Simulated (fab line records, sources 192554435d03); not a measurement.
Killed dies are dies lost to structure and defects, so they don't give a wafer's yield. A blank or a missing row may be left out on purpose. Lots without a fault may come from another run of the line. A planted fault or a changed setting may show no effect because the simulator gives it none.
Chamber matching | flow n5_finfet | N5_BEOL_M5_DESCUM_33 on rie_diel-06: 4 sister chambers
The step chemistry O2, time 7 s. 24 wafers are shown with their chamber, then 12 later ones without.

WAFERS WITH THEIR CHAMBER
wafer  | chamber | drypump_motor_current_A (A) | oes_product_au (a.u.) | showerhead_plenum_p_Torr (Torr)
L076.2 | 1       | 5.92                        | 0.73                  | 2.19
L076.5 | 1       | 5.94                        | 0.73                  | 2.19
L076.6 | 0       | 5.83                        | 0.73                  | 2.09
L081.1 | 1       | 5.92                        | 0.72                  | 2.19
L081.2 | 3       | 5.79                        | 0.88                  | 2.14
L081.3 | 2       | 5.53                        | 0.69                  | 2.08
L081.4 | 0       | 5.82                        | 0.72                  | 2.09
L081.5 | 1       | 5.94                        | 0.72                  | 2.19
L081.6 | 0       | 5.82                        | 0.72                  | 2.09
L085.1 | 1       | 5.87                        | 0.71                  | 2.18
L085.2 | 3       | 5.80                        | 0.86                  | 2.13
L085.3 | 2       | 5.51                        | 0.69                  | 2.08
L085.4 | 0       | 5.82                        | 0.72                  | 2.08
L085.5 | 2       | 5.51                        | 0.69                  | 2.07
L085.6 | 1       | 5.91                        | 0.71                  | 2.18
L088.2 | 3       | 5.80                        | 0.87                  | 2.13
L088.4 | 1       | 5.91                        | 0.71                  | 2.18
L088.6 | 2       | 5.53                        | 0.70                  | 2.07
L091.1 | 3       | 5.79                        | 0.86                  | 2.13
L091.2 | 2       | 5.53                        | 0.69                  | 2.07
L091.3 | 1       | 5.90                        | 0.71                  | 2.18
L091.4 | 1       | 5.91                        | 0.70                  | 2.18
L091.5 | 3       | 5.79                        | 0.86                  | 2.13
L091.6 | 2       | 5.52                        | 0.69                  | 2.07

SIGNATURES (means of the wafers above)
reading                  | chamber 0 | chamber 1 | chamber 2 | chamber 3 | scatter within a chamber
drypump_motor_current_A  | 5.8225    | 5.9133    | 5.5217    | 5.7940    | 0.0146
oes_product_au           | 0.7225    | 0.7156    | 0.6917    | 0.8660    | 0.00806
showerhead_plenum_p_Torr | 2.0875    | 2.1844    | 2.0733    | 2.1320    | 0.00505
Rule: a wafer's distance from a chamber is the root of the sum, over the readings, of the square of ((its reading less the chamber's mean) divided by the reading's scatter). The wafer belongs to the nearest chamber; if the next one is less than 2 further off, it can't be placed. The scatter: the root of (the sum of the squares of (reading less its chamber's mean) over the shown wafers, divided by (wafers less chambers)).

WAFERS WITHOUT THEIR CHAMBER
wafer  | drypump_motor_current_A (A) | oes_product_au (a.u.) | showerhead_plenum_p_Torr (Torr)
L094.1 | 5.51                        | 0.68                  | 2.07
L094.2 | 5.85                        | 0.71                  | 2.08
L094.3 | 5.88                        | 0.71                  | 2.18
L094.4 | 5.80                        | 0.86                  | 2.13
L094.5 | 5.89                        | 0.71                  | 2.18
L094.6 | 5.51                        | 0.68                  | 2.07
L097.1 | 5.76                        | 0.85                  | 2.13
L097.2 | 5.89                        | 0.70                  | 2.18
L097.3 | 5.54                        | 0.68                  | 2.07
L097.4 | 5.82                        | 0.70                  | 2.08
L097.5 | 5.83                        | 0.71                  | 2.08
L097.6 | 5.91                        | 0.70                  | 2.18

WHICH CHAMBER EACH WENT THROUGH
wafer  | from the rows above | in truth
L094.1 | 2                   | 2
L094.2 | 0                   | 0
L094.3 | 1                   | 1
L094.4 | 3                   | 3
L094.5 | 1                   | 1
L094.6 | 2                   | 2
L097.1 | 3                   | 3
L097.2 | 1                   | 1
L097.3 | 2                   | 2
L097.4 | 0                   | 0
L097.5 | 0                   | 0
L097.6 | 1                   | 1
Placed correctly: 12 of 12. Can't be placed from these rows: 0. Placed wrongly: 0.
